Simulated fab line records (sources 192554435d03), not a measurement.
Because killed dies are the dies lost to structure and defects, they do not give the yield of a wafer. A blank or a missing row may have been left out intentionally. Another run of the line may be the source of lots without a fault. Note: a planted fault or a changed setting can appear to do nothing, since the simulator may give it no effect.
fab line records -- flow n5-finfet
record: lots: 10, wafers: 28, last-day: 16
route steps=1938 shown FIN_SAQP@141 FIN_CUT@169 BEOL_M4@1111 PASSIVATION@1936
lots untouched by any fault: they come from a run of this same line in which no faults occurred
start-h: hours from the record's opening day to when the first of the lot's shown wafers began -- wait-h: hours from the lot's prior step to this one -- " as in the row above -- L1.1+2: several wafers, shown together as one row -- - no value, or no start given -- * or withheld: withheld -- < > ~ a bound
route shown NAME@n: names a module that has steps shown in the file, with the first one's number in the route -- usual: average and standard deviation across the fault-free wafers -- same: alike in all rows -- chamber/n: place in a boat -- sites: per-site readings -- _std_site: their standard deviation -- _edge_site: inner sites' mean taken away from outer sites' mean -- radius-mm: for every site, how far away it sits from the centre of the wafer -- mask NAME#n: copy n -- behind: tool/chamber where the wafer was last shaped -- hold: why the lot was held/for how many hours/how that ended -- device: whichever transistor did not switch (one of n, p or np) -- end of line: tests of these same wafers at the route's end -- for a step that has no rows: nothing shown but its recipe -- killed: dies that structure and defects cost at the first sort, which is not the same as the wafer's yield -- map: per-die view of a wafer (x killed, . not killed, _ where there is no die)
set.NAME: setting as actually run; set.NAME@STEP: the setting as run at that earlier step -- model.NAME: the simulator's own value behind a step, which no gauge read
steps of the route over a sample of lots; a table a step, a row a wafer
services: a tool's chamber out of use, with start hour (start-h, from the record's first day; less than 0 if before it), hours out, and reason
== steps ==
step: N5_FIN_SAQP_CD_MEAS_31
recipe: target-cd-nm: 8, landing-energy-ev: 1000, detector: se-inlens, polarity: line
usual: cd-nm: 8.08/0.25
lot.wafer,tool,chamber,start-h,wait-h,cd-nm
L302.1,cd-sem-03,0,26.22,0.1,7.98
L302.3,cd-sem-03,0,26.22,0.1,8.30
L302.5,cd-sem-03,0,26.22,0.1,8.14
L304.1,cd-sem-01,0,38.45,0.1,8.44
L304.3,cd-sem-01,0,38.45,0.1,8.01
L304.6,cd-sem-01,0,38.45,0.1,7.92
L305.1,cd-sem-02,0,45.03,0.1,7.68
L305.3,cd-sem-02,0,45.03,0.1,8.67
L305.5,cd-sem-02,0,45.03,0.1,8.18
L311.2,cd-sem-01,0,79.87,0.1,7.82
L311.4,cd-sem-01,0,79.87,0.1,8.07
L311.5,cd-sem-01,0,79.87,0.1,8.18
L312.1,cd-sem-01,0,85.55,0.1,7.90
L312.3,cd-sem-01,0,85.55,0.1,7.89
L312.4,cd-sem-01,0,85.55,0.1,8.04
L313.3,cd-sem-01,0,95.11,0.1,8.12
L313.5,cd-sem-01,0,95.11,0.1,8.17
L313.6,cd-sem-01,0,95.11,0.1,7.61
L315.2,cd-sem-03,0,108.76,0.1,8.27
L315.4,cd-sem-03,0,108.76,0.1,7.96
L315.6,cd-sem-03,0,108.76,0.1,7.90
L316.2,cd-sem-01,0,111.29,0.1,7.85
L316.3,cd-sem-01,0,111.29,0.1,7.56
L316.5,cd-sem-01,0,111.29,0.1,8.12
L317.4,cd-sem-02,0,121.08,0.0,8.01
L317.5,cd-sem-02,0,121.08,0.0,8.16
L320.1,cd-sem-02,0,135.23,0.1,8.07
L320.5,cd-sem-02,0,135.23,0.1,8.22
step: N5_FIN_SAQP_OCD_MEAS_76
usual: trench-depth-nm: 121.2/3
lot.wafer,tool,chamber,start-h,wait-h,trench-depth-nm
L302.1,ocd-01,-,26.88,0.0,119.4
L302.3,ocd-01,-,26.88,0.0,121.8
L302.5,ocd-01,-,26.88,0.0,123.5
L304.1,ocd-02,-,39.04,0.0,125.3
L304.3,ocd-02,-,39.04,0.0,123.7
L304.6,ocd-02,-,39.04,0.0,122.2
L305.1,ocd-02,-,45.81,0.0,121.8
L305.3,ocd-02,-,45.81,0.0,121.8
L305.5,ocd-02,-,45.81,0.0,120.4
L311.2,ocd-01,-,80.42,0.0,117.8
L311.4,ocd-01,-,80.42,0.0,123.9
L311.5,ocd-01,-,80.42,0.0,123.5
L312.1,ocd-01,-,86.14,0.0,120.0
L312.3,ocd-01,-,86.14,0.0,119.0
L312.4,ocd-01,-,86.14,0.0,118.3
L313.3,ocd-02,-,95.66,0.0,125.1
L313.5,ocd-02,-,95.66,0.0,120.4
L313.6,ocd-02,-,95.66,0.0,125.9
L315.2,ocd-01,-,109.32,0.0,124.7
L315.4,ocd-01,-,109.32,0.0,119.1
L315.6,ocd-01,-,109.32,0.0,125.7
L316.2,ocd-02,-,111.84,0.0,122.5
L316.3,ocd-02,-,111.84,0.0,120.2
L316.5,ocd-02,-,111.84,0.0,123.1
L317.4,ocd-02,-,121.66,0.0,121.9
L317.5,ocd-02,-,121.66,0.0,121.6
L320.1,ocd-01,-,135.79,0.0,119.1
L320.5,ocd-01,-,135.79,0.0,118.7
step: N5_FIN_CUT_ETCH_21
recipe: chemistry: N2/H2, target: SOC, target-depth-a: 2190, overetch-a: 438, mask-material: SiARC, temp-c: 40, ion-energy-ev: 100, bias-w: 61, time-s: 523.5, pressure-mtorr: 30, source-w: 850, n2-flow-sccm: 200, h2-flow-sccm: 200
usual: drypump-motor-current-A: 5.7/0.5, oes-product-au: 0.70/0.061, rf-vpp-V: 241.0/1.2, run-length-s: 547.0/0.43, showerhead-plenum-p-Torr: 2.55/0.081, throttle-valve-pct: 17.9/0.34
lot.wafer,tool,chamber,start-h,wait-h,drypump-motor-current-A,oes-product-au,rf-hours-counter-h,rf-vpp-V,run-length-s,showerhead-plenum-p-Torr,throttle-valve-pct
L302.1,rie-diel-06,3,27.43,0.0,5.3,0.73,113,240.5,546.6,2.46,18.1
L302.3,rie-diel-06,1,27.43,0.0,5.1,0.65,213,238.3,546.1,2.43,18.0
L302.5,rie-diel-06,0,27.43,0.0,5.3,0.87,-,238.8,546.2,2.50,17.9
L304.1,rie-diel-06,2,40.45,0.0,4.8,0.63,217,242.4,547.3,2.63,18.0
L304.3,rie-diel-06,3,40.45,0.0,5.3,0.72,118,238.9,546.6,2.45,18.1
L304.6,rie-diel-06,2,40.45,0.0,4.8,0.64,-,241.2,547.6,2.63,18.0
L305.1,rie-diel-04,1,46.50,0.0,6.5,0.76,70,240.4,547.4,2.57,17.4
L305.3,rie-diel-04,2,46.50,0.0,6.1,0.66,185,242.5,547.4,2.66,18.4
L305.5,rie-diel-04,0,46.50,0.0,5.6,0.67,-,240.6,547.3,2.52,18.3
L311.2,rie-diel-04,2,80.97,0.0,6.1,0.65,195,240.7,547.0,2.65,18.4
L311.4,rie-diel-04,1,80.97,0.0,6.5,0.75,81,240.9,547.3,2.57,17.4
L311.5,rie-diel-04,2,80.97,0.0,6.1,0.66,-,242.7,547.0,2.66,18.4
L312.1,rie-diel-02,0,86.69,0.0,5.9,0.71,148,241.9,547.1,2.52,18.0
L312.3,rie-diel-02,2,86.69,0.0,5.8,0.65,199,240.5,547.2,2.54,17.6
L312.4,rie-diel-02,3,86.69,0.0,5.0,0.72,109,239.6,547.2,2.44,18.1
L313.3,rie-diel-04,0,96.21,0.0,5.6,0.65,226,240.1,546.8,2.51,18.3
L313.5,rie-diel-04,3,96.21,0.0,5.3,0.68,-,242.7,547.1,2.66,17.9
L313.6,rie-diel-04,2,96.21,0.0,6.1,0.65,-,242.0,547.1,2.65,18.4
L315.2,rie-diel-04,0,109.99,0.0,5.6,0.66,229,240.3,546.8,2.51,18.4
L315.4,rie-diel-04,1,109.99,0.0,6.5,0.75,-,241.8,547.7,2.57,17.4
L315.6,rie-diel-04,3,109.99,0.0,5.3,0.67,-,242.6,547.0,2.66,17.8
L316.2,rie-diel-04,1,112.54,0.0,6.6,0.74,88,241.9,547.4,2.57,17.4
L316.3,rie-diel-04,0,112.54,0.0,5.6,0.65,230,240.5,547.0,2.51,18.3
L316.5,rie-diel-04,1,112.54,0.0,6.5,0.80,-,242.0,504.3,2.57,17.4
L317.4,rie-diel-04,2,122.24,0.0,6.1,0.70,206,242.2,503.9,2.65,18.4
L317.5,rie-diel-04,2,122.24,0.0,6.1,0.69,-,242.6,504.1,2.65,18.4
L320.1,rie-diel-04,0,136.44,0.0,5.6,0.66,238,240.2,547.0,2.51,18.4
L320.5,rie-diel-04,0,136.44,0.0,5.6,0.69,-,241.4,504.0,2.51,18.4
step: N5_FIN_CUT_CUT_ETCH_28
recipe: chemistry: HBr/Cl2/O2, target: Si, target-depth-a: 60, mask-material: SOC, time-s: 2.4, ion-energy-ev: *, bias-w: *, pressure-mtorr: 10, icp-w: 800, HBr_flow_sccm: 150, Cl2_flow_sccm: 80, O2_flow_sccm: 12
usual: drypump-motor-current-A: 5.7/0.46, oes-product-au: 1.002/0.012, throttle-valve-pct: 37.3/0.34
same: time-s: 2.4
lot.wafer,tool,chamber,start-h,wait-h,drypump-motor-current-A,oes-product-au,rf-hours-counter-h,throttle-valve-pct
L302.1,rie-si-06,1,28.02,0.0,5.6,1.017,136,36.8
L302.3,rie-si-06,0,28.02,0.0,5.8,0.996,115,37.6
L302.5,rie-si-06,2,28.02,0.0,5.8,0.994,-,37.0
L304.1,rie-si-04,2,41.05,0.0,5.1,1.017,125,37.3
L304.3,rie-si-04,3,41.05,0.0,6.1,1.006,133,37.3
L304.6,rie-si-04,2,41.05,0.0,5.1,1.012,-,37.3
L305.1,rie-si-04,3,48.95,0.0,6.1,1.003,133,37.3
L305.3,rie-si-04,2,48.95,0.0,5.1,1.012,125,37.4
L305.5,rie-si-04,0,48.95,0.0,5.9,0.988,-,38.1
L311.2,rie-si-06,3,81.56,0.0,6.8,1.002,25,37.1
L311.4,rie-si-06,2,81.56,0.0,5.7,0.984,4,37.1
L311.5,rie-si-06,3,81.56,0.0,6.8,0.997,-,37.1
L312.1,rie-si-01,2,87.28,0.0,5.8,1.010,76,37.2
L312.3,rie-si-01,0,87.28,0.0,5.5,1.001,29,37.3
L312.4,rie-si-01,3,87.28,0.0,5.2,0.982,169,37.4
L313.3,rie-si-06,3,96.88,0.0,6.7,0.995,25,37.1
L313.5,rie-si-06,2,96.88,0.0,5.7,0.979,-,37.0
L313.6,rie-si-06,3,96.88,0.0,6.7,1.003,-,37.1
L315.2,rie-si-06,3,110.66,0.0,6.7,0.993,25,37.1
L315.4,rie-si-06,2,110.66,0.0,5.7,0.992,5,37.1
L315.6,rie-si-06,2,110.66,0.0,5.8,0.989,-,37.0
L316.2,rie-si-04,1,113.19,0.0,5.5,1.013,67,37.2
L316.3,rie-si-04,3,113.19,0.0,6.1,1.000,134,37.3
L316.5,rie-si-04,3,113.19,0.0,6.1,0.999,-,37.3
L317.4,rie-si-06,2,123.28,0.0,5.7,0.984,5,37.0
L317.5,rie-si-06,2,123.28,0.0,5.7,0.986,-,37.1
L320.1,rie-si-04,1,137.03,0.0,5.5,1.022,67,37.2
L320.5,rie-si-04,3,137.03,0.0,6.1,1.000,-,37.3
step: N5_BEOL_M4_RC_MEAS_101
usual: DIBL_N: 35.4/2.1, DIBL_P: 34.8/2.6, IOFF_N: 0.15/0.037, IOFF_P: 0.19/0.037, ION_N: 677/16, ION_P: 462/9.3, SS_N: 71.4/0.75, SS_P: 72.9/0.77, VT_N: 250/3.7, VT_P: -251/3.5
lot.wafer,tool,chamber,start-h,wait-h,DIBL_N[mV/V],DIBL_P[mV/V],IOFF_N[nA/um],IOFF_P[nA/um],ION_N[uA/um],ION_P[uA/um],SS_N[mV/dec],SS_P[mV/dec],VT_N[mV],VT_P[mV]
L302.1,prober-01,0,183.49,0.0,35.6,34.3,0.13,0.14,654,441,71.5,72.4,255,-257
L302.3,prober-01,0,183.49,0.0,39.3,38.9,0.22,0.20,684,455,73.0,73.8,247,-256
L302.5,prober-01,0,183.49,0.0,37.9,37.1,0.19,0.18,686,455,72.5,73.3,249,-254
L304.1,prober-01,0,197.97,0.0,35.3,35.4,0.15,0.19,690,464,71.8,73.3,245,-253
L304.3,prober-01,0,197.97,0.0,36.9,36.0,0.16,0.18,677,453,71.4,72.7,250,-255
L304.6,prober-01,0,197.97,0.0,31.4,29.3,0.09,0.12,657,449,70.0,71.3,256,-259
L305.1,prober-02,0,198.45,0.2,34.7,35.4,0.15,0.18,697,463,70.7,72.6,249,-256
L305.3,prober-02,0,198.45,0.2,31.1,31.0,0.09,0.13,665,461,70.3,71.1,256,-256
L305.5,prober-02,0,198.45,0.2,35.3,35.7,0.14,0.19,679,464,71.1,72.5,249,-252
L311.2,prober-01,0,230.56,0.2,34.5,34.6,0.13,0.17,684,464,71.4,72.2,252,-252
L311.4,prober-01,0,230.56,0.2,36.8,37.8,0.15,0.20,669,453,71.6,73.7,251,-255
L311.5,prober-01,0,230.56,0.2,36.8,36.9,0.16,0.19,668,457,71.8,73.4,249,-253
L312.1,prober-01,0,231.34,0.7,36.0,34.6,0.13,0.21,649,450,71.0,73.0,250,-251
L312.3,prober-01,0,231.34,0.7,36.2,34.6,0.15,0.20,677,466,71.3,73.2,246,-252
L312.4,prober-01,0,231.34,0.7,37.3,35.1,0.15,0.19,661,450,71.3,72.4,249,-251
L313.3,prober-02,0,251.52,0.3,34.3,34.2,0.13,0.17,660,454,71.3,71.9,251,-253
L313.5,prober-02,0,251.52,0.3,39.5,41.3,0.25,0.31,712,480,72.6,74.3,242,-243
L313.6,prober-02,0,251.52,0.3,32.7,31.6,0.11,0.14,669,457,70.9,72.1,253,-254
L315.2,prober-01,0,252.84,0.2,35.2,34.9,0.15,0.21,683,467,71.2,73.5,248,-248
L315.4,prober-01,0,252.84,0.2,35.3,34.9,0.14,0.21,679,469,71.3,73.1,249,-249
L315.6,prober-01,0,252.84,0.2,33.4,32.1,0.12,0.17,674,462,71.4,72.2,254,-250
L316.2,prober-01,0,255.53,0.2,33.4,32.6,0.11,0.17,661,455,71.3,72.1,254,-250
L316.3,prober-01,0,255.53,0.2,32.9,31.6,0.10,0.15,643,453,70.7,72.0,260,-253
L316.5,prober-01,0,255.53,0.2,36.4,34.9,0.15,0.20,652,452,72.4,72.8,253,-249
L317.4,prober-02,0,261.11,0.5,33.9,33.0,0.12,0.15,668,460,71.0,72.4,252,-255
L317.5,prober-02,0,261.11,0.5,38.2,37.5,0.18,0.20,656,450,72.4,73.2,252,-254
L320.1,prober-01,0,283.59,0.0,34.0,34.2,0.12,0.17,682,463,71.2,73.4,255,-253
L320.5,prober-01,0,283.59,0.0,36.7,37.0,0.16,0.20,692,469,71.6,73.0,251,-251
step: N5_PASSIVATION_PROBE_49
usual: defect-limited-yield: 90.5/1.7, killed_at_M0_to_M3: 37/12, killed_at_M4_up: 14/5.2, killed-at-contacts: 12/5.9, killed-at-front-end: 45/14, killed-at-other: 3.5/2.8, killed-dies: 112/21, killed-open: 73/15, killed-short: 36/8.9, sort_bin_5_function: 5.6/1.2, sort_bin_6_memory: 3.5/0.68, sort_bin_8_speed: 0.01/0.1, sort-n-pass: 1068/21, sort-yield-pct: 90.5/1.8
same: gross-dies: 1180, killed-at-back-side: 0, sort_bin_4_leakage[%]: 0
lot.wafer,tool,chamber,start-h,wait-h,defect-limited-yield[%],killed_at_M0_to_M3,killed_at_M4_up,killed-at-contacts,killed-at-front-end,killed-at-other,killed-dies,killed-open,killed-short,sort_bin_5_function[%],sort_bin_6_memory[%],sort_bin_8_speed[%],sort-n-pass,sort-yield-pct[%]
L311.2,prober-01,-,342.66,0.1,91.9,25,12,11,42,5,95,53,32,4.2,2.8,0,1085,91.9
L311.4,prober-01,-,342.76,0.2,93.0,23,10,3,46,1,83,55,26,4.4,2.5,0,1097,93.0
L311.5,prober-01,-,342.81,0.2,93.0,27,9,8,38,1,83,50,30,4.3,2.4,0,1097,93.0
L316.2,prober-02,-,367.76,0.1,88.8,32,13,7,72,8,132,84,46,7.0,3.8,0,1048,88.8
L316.3,prober-02,-,367.81,0.1,90.0,37,12,3,65,1,118,76,42,6.1,3.7,0.08,1061,89.9
L316.5,prober-02,-,367.91,0.2,85.3,46,16,11,97,3,173,110,47,9.5,4.6,0,1007,85.3
L317.4,prober-02,-,375.01,0.2,83.6,66,17,25,82,4,194,97,55,11.4,4.6,0,986,83.6
L317.5,prober-02,-,375.06,0.2,78.2,73,19,33,130,2,257,111,60,16.4,4.8,0,923,78.2
L320.1,prober-01,-,391.45,0.0,88.1,47,12,12,65,5,141,93,45,7.2,4.5,0,1039,88.1
L320.5,prober-01,-,391.65,0.2,70.2,52,9,18,269,4,352,97,49,25.1,4.2,0,828,70.2
killed by level:class
L311.2 MOL_CONTACT_COAG:geometric-particle:open=10 HKMG_FIN:area-etch=9 FIN_SAQP:geometric-particle:short=6 GATE_CUT:geometric-particle:short=6 FIN_SAQP:geometric-particle:open=5 BEOL_M0_SAQP:geometric-particle:open=5 BEOL_M4:geometric-particle:open=5 BEOL_M1:geometric-particle:open=5
L311.4 FIN_SAQP:geometric-particle:open=16 FIN_SAQP:geometric-particle:short=8 STI_FIN_REVEAL:geometric-particle:open=5 GATE_CUT:geometric-particle:short=5 BEOL_M0_SAQP:geometric-particle:open=5 BEOL_M4:geometric-particle:open=5 BEOL_M2:geometric-particle:open=4 DUMMY_GATE:geometric-particle:open=3
L311.5 STI_FIN_REVEAL:geometric-particle:open=7 GATE_CUT:geometric-particle:short=6 BEOL_M2:geometric-particle:open=6 BEOL_M3:geometric-particle:open=6 FIN_SAQP:geometric-particle:short=5 MOL_CONTACT_COAG:geometric-particle:short=5 BEOL_M0:geometric-particle:open=5 FIN_SAQP:geometric-particle:open=4
L316.2 FIN_SAQP:geometric-particle:open=17 GATE_CUT:geometric-particle:short=14 STI_FIN_REVEAL:geometric-particle:open=14 BEOL_M2:geometric-particle:open=11 GATE_CUT:geometric-particle:open=9 BEOL_M0_SAQP:geometric-particle:short=9 BEOL_M4:geometric-particle:open=7 STI_FIN_REVEAL:geometric-particle:short=7
L316.3 FIN_SAQP:geometric-particle:open=19 STI_FIN_REVEAL:geometric-particle:open=13 FIN_SAQP:geometric-particle:short=10 BEOL_M0_SAQP:geometric-particle:short=7 BEOL_M0_SAQP:geometric-particle:open=6 BEOL_M2:geometric-particle:open=6 BEOL_M3:geometric-particle:open=6 BEOL_M5:geometric-particle:open=6
L316.5 STI_FIN_REVEAL:geometric-particle:open=23 FIN_SAQP:geometric-particle:open=19 FIN_CUT:area-etch=15 BEOL_M0_SAQP:geometric-particle:open=14 MOL_CONTACT_COAG:geometric-particle:open=10 BEOL_M0_SAQP:geometric-particle:short=9 DUMMY_GATE:geometric-particle:open=8 BEOL_M2:geometric-particle:open=8
L317.4 FIN_CUT:area-etch=37 MOL_CONTACT_COAG:geometric-particle:open=21 BEOL_M0_SAQP:geometric-particle:short=15 BEOL_M3:geometric-particle:open=13 FIN_SAQP:geometric-particle:short=12 FIN_SAQP:geometric-particle:open=12 BEOL_M2:geometric-particle:open=10 BEOL_M0_SAQP:geometric-particle:open=9
L317.5 FIN_CUT:area-etch=86 MOL_CONTACT_COAG:geometric-particle:open=23 BEOL_M0_SAQP:geometric-particle:short=20 BEOL_M1:geometric-particle:open=16 BEOL_M3:geometric-particle:open=15 BEOL_M0_SAQP:geometric-particle:open=14 FIN_SAQP:geometric-particle:short=13 FIN_SAQP:geometric-particle:open=10
L320.1 STI_FIN_REVEAL:geometric-particle:open=28 STI_FIN_REVEAL:geometric-particle:short=11 MOL_CONTACT_COAG:geometric-particle:open=9 BEOL_M3:geometric-particle:open=9 BEOL_M2:geometric-particle:open=8 FIN_SAQP:geometric-particle:short=8 BEOL_M0_SAQP:geometric-particle:open=8 BEOL_M0_SAQP:geometric-particle:short=7
L320.5 FIN_CUT:area-etch=204 STI_FIN_REVEAL:geometric-particle:open=28 BEOL_M0_SAQP:geometric-particle:short=17 MOL_CONTACT_COAG:geometric-particle:open=15 BEOL_M0_SAQP:geometric-particle:open=13 FIN_SAQP:geometric-particle:open=7 BEOL_M1:geometric-particle:open=7 FIN_SAQP:geometric-particle:short=6
== services ==
tool,chamber,start-h,hours,kind
rie-si-04,1,17.06,1.2,repair
rie-diel-04,3,21.75,5.6,repair
rie-diel-02,-,27.88,28.1,pm
rie-si-06,-,30.86,3.4,repair
rie-si-06,-,48.18,0.7,repair
rie-si-04,-,52.54,0.4,repair
rie-diel-02,3,87.44,2.6,repair
rie-si-04,-,98.68,2.8,pm
rie-diel-04,2,109.23,1.6,repair
rie-diel-06,2,112.41,19.7,repair
rie-si-04,2,120.20,5.0,repair
== key ==
first-sign: step: N5_FIN_CUT_ETCH_21, reading: run-length-s, direction: down, sigmas: 99+, usual: *, struck: *
effect: step: N5_PASSIVATION_PROBE_49, reading: sort_bin_5_function, direction: up, sigmas: 8.3, usual: 5.6, struck: 15.6
more-kills-born-at: N5_FIN_CUT_ETCH_21@rie-diel-04: 342
met-at N5_FIN_CUT_ETCH_21
struck-lots L316,L317,L320
struck-wafers L316.5,L317.4,L317.5,L320.5
not-acting-at N5_FIN_SAQP_CD_MEAS_31,N5_FIN_SAQP_OCD_MEAS_76,N5_FIN_CUT_CUT_ETCH_28
onset-between 109.99 112.54
fault: kind: process-parameter-drift, tool: rie-diel-04, chamber: -, onset-h: 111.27, steps: N5_FIN_CUT_ETCH_21, channel: time-s, offset: *, shape: step, end-h: 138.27, scope: struck-wafers-only, acts-in: *, stated: *
